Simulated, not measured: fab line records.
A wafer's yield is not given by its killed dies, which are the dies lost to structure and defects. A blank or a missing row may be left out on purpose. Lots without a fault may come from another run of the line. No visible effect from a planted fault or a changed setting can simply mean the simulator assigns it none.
Which tool was responsible? / flow nand-harc / 7 lots (21 wafers sampled), 1 step of a 1302-step route

## WHAT THE GAUGES READ, wafer by wafer
NHARC_A_ONON_D2_THK_MEAS_11: measures by ellipsometry.
lot=L939; measured=day 12 21:59; on=film-metro-01; thk-nm (nm)=993 992 992
lot=L943; measured=day 14 20:55; on=film-metro-02; thk-nm (nm)=999 999 998
lot=L946; measured=day 16 16:16; on=film-metro-01; thk-nm (nm)=1002 1002 1000
lot=L952; measured=day 18 11:13; on=film-metro-01; thk-nm (nm)=980 978 977
lot=L955; measured=day 20 07:07; on=film-metro-02; thk-nm (nm)=1013 1015 1015
lot=L959; measured=day 21 13:02; on=film-metro-02; thk-nm (nm)=1024 1024 1025
lot=L960; measured=day 21 22:01; on=film-metro-01; thk-nm (nm)=1001 1001 999

## EACH LOT AND THE TOOL THAT RAN IT (in order: tool; ch and the chambers of the sampled wafers; start)
No process step before these readings appears in the record.

## THE ANSWER, worked out from the rows above alone
Rule: the lots themselves supply what counts as usual. Put in order of their means at a reading, lots are off if they are a third of the lots or fewer, leave a main group of 4 or more, and stand apart from it by a gap of 3 or more times the standard deviation of the main group's means; of several such gaps the widest counts. The tables above print the reading to a certain number of digits; a main group whose means all agree to those digits is not used. Also off: a lot with no number at a reading for which 4 or more lots have one. The other lots that the step has rows for count as sound.
No lot is off on any of the readings shown, so nothing can be concluded from this.

## WHAT HAD BEEN PUT IN BY THE SIMULATOR
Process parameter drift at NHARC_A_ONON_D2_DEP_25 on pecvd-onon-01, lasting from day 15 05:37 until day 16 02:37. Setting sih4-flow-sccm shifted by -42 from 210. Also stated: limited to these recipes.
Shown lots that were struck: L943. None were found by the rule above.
